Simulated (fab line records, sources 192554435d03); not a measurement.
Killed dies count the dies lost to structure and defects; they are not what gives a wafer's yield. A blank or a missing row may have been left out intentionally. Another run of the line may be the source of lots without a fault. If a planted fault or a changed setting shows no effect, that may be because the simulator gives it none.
A struck lot beside a sound one / flow n5Finfet / 36 steps out of a route of 1938
Sound: these wafers, L219.2, L219.4, L219.6. Struck: wafer L232.3 (left out: L232.4, a lot-mate that was not struck); the cause follows at the end.
At each step with rows: each side's tool, then ch and its chambers, then its first start. Under that, the readings that differ: sound wafers / struck wafers / difference of the means / sigmas: that difference in standard deviations of wafers without a fault.
alike: same words and numbers on both sides, and readings whose means sit less than 2 such deviations apart. not compared: any withheld reading, any reading some wafer has no value for, any bound like >300 that may hide the same value, and any number with overlapping values for which the record gives no deviation.
The two part at a step that has a row with sigmas, a row that says differs or no value, or rows on one side only. Non-overlapping numbers with no deviation appear without sigmas and do not part them. Lack of a reading on every wafer of one side parts them only where that side has two or more wafers.

first, 9 steps without rows for these wafers: N5_BEOL_M11_ALD_74 (deposits TaN, target thk 2 nm, pulse time 2 s, purge time 3 s); N5_BEOL_M11_SURFACE_TREAT_76; N5_BEOL_M11_CVD_75 (deposits Co from CCTBA/H2, target thk 2 nm, time 138.9 s); N5_BEOL_M11_SPUTTER_48 (material Cu, target thk 12 nm, time 2 s); N5_BEOL_M11_ECD_50 (material Cu, target thk 318 nm); N5_BEOL_M11_ANNEAL_51 (time 90 s); N5_BEOL_M11_CMP_52 (polishes, stops on SiCOH lowk, t overpolish 7 s, target thk 140 nm); N5_BEOL_M11_PRE_CLEAN_55 (time 15 s); N5_BEOL_M11_DEP_56 (deposits SiCN from 3MS/NH3, target thk 30 nm, time 10.5 s).
N5_BEOL_M12_ILD_DEP_00: deposits SiOC from DEMS/O2, target thk 658.92 nm, time 130.7 s.
  sound on pecvd-03 ch 1,2, day 12 11:34; struck on pecvd-03 ch 0, day 16 22:25
reading=model.SiOC_of_BEOL_M12_ILD_DEP_00.thkNm (nm); sound=654.2 669.4 669.4; struck=921.6; difference=+257.3; sigmas=
  alike: heaterPowerW, showerheadPlenumPTorr, throttleValvePct
N5_BEOL_M12_THK_MEAS_01:
  struck on filmMetro-02, day 16 22:33; sound on filmMetro-01, day 12 11:41
reading=M12_ILD_THK (nm); sound=654 669 669; struck=921; difference=+257; sigmas=+31
then, 10 steps without rows for these wafers: N5_BEOL_M12_COAT_58 (time 60 s, resist thk 89 nm); N5_BEOL_M12_COAT_04 (resist thk 400 nm); N5_BEOL_M12_EBR_06; N5_BEOL_M12_SOFTBAKE_05 (time 60 s); N5_BEOL_M12_EXPOSE_07 (exposes mask V11); N5_BEOL_M12_PEB_08 (peb time 90 s); N5_BEOL_M12_DEVELOP_09 (develop time 45 s); N5_BEOL_M12_HARDBAKE_14 (time 120 s); N5_BEOL_M12_DESCUM_15 (chemistry O2, time 7.9 s); N5_BEOL_M12_ETCH_59 (etches BARC in N2/H2, target depth 89 nm, overetch 26.7 nm, time 67.9 s).
N5_BEOL_M12_VIA_ETCH_16: etches SiOC in C4F8/O2/Ar, target depth 724.8 nm.
  sound on rieDiel-04 ch 0,1,2, day 12 12:10; struck on rieDiel-05 ch 1, day 16 23:09
reading=oesProductAu (a.u.); sound=0.63 0.83 0.73; struck=0.89; difference=+0.16; sigmas=+2
reading=model.etch.depthNm (nm); sound=654.1 669.4 669.4; struck=921.6; difference=+257.3; sigmas=
reading=model.coat_of_BEOL_M12_COAT_04.thkNm (nm); sound=125.4 116.4 118.8; struck=47.4; difference=-72.8; sigmas=
  alike: drypumpMotorCurrentA, rfVppV, showerheadPlenumPTorr, throttleValvePct
N5_BEOL_M12_STRIP_63: strips in N2/H2.
  sound on plasmaAsher-01 ch 0,1, day 12 12:22; struck on plasmaAsher-02 ch 1, day 16 23:22
reading=drypumpMotorCurrentA (A); sound=5.89 5.70 5.70; struck=4.95; difference=-0.81; sigmas=-3
reading=oesProductAu (a.u.); sound=0.688 0.690 0.692; struck=0.663; difference=-0.027; sigmas=-6
reading=stripTimeToEndpointS (s); sound=43.1 40.7 41.3; struck=20.8; difference=-20.9; sigmas=-28
  alike: heaterPowerW
  not compared: rfHoursCounterH
then, 12 steps without rows for these wafers: N5_BEOL_M12_STRIP_64 (strips in N2/H2); N5_BEOL_M12_STRIP_71 (strips in post etch residue remover, time 60 s); N5_BEOL_M12_SRD_72 (time 30 s, dry time 30 s); N5_BEOL_M12_COAT_65 (time 60 s, resist thk 300 nm); N5_BEOL_M12_COAT_66 (time 60 s, resist thk 110 nm); N5_BEOL_M12_COAT_22 (resist thk 300 nm); N5_BEOL_M12_EBR_24; N5_BEOL_M12_SOFTBAKE_23 (time 60 s); N5_BEOL_M12_EXPOSE_25 (exposes mask M12); N5_BEOL_M12_PEB_26 (peb time 90 s); N5_BEOL_M12_DEVELOP_27 (develop time 45 s); N5_BEOL_M12_HARDBAKE_32 (time 120 s).
N5_BEOL_M12_CMP_49: polishes, stops on SiOC, t overpolish 20.6 s, target thk 320 nm.
  sound on cmp-04 ch 1,3, day 12 15:27; struck on cmp-02 ch 1, day 17 05:40
reading=model.SiOC_of_BEOL_M12_ILD_DEP_00.thkNm (nm); sound=593.8 608.8 608.8; struck=862; difference=+258; sigmas=
  alike: clearingPlatenRpm, motorCurrentA

WHERE THEY PART
At N5_BEOL_M12_THK_MEAS_01 first; at N5_BEOL_M12_STRIP_63 last (within this record only). Later steps at which nothing parts them and some readings are alike: N5_BEOL_M12_CMP_49.

WHY: whatever the simulator had introduced
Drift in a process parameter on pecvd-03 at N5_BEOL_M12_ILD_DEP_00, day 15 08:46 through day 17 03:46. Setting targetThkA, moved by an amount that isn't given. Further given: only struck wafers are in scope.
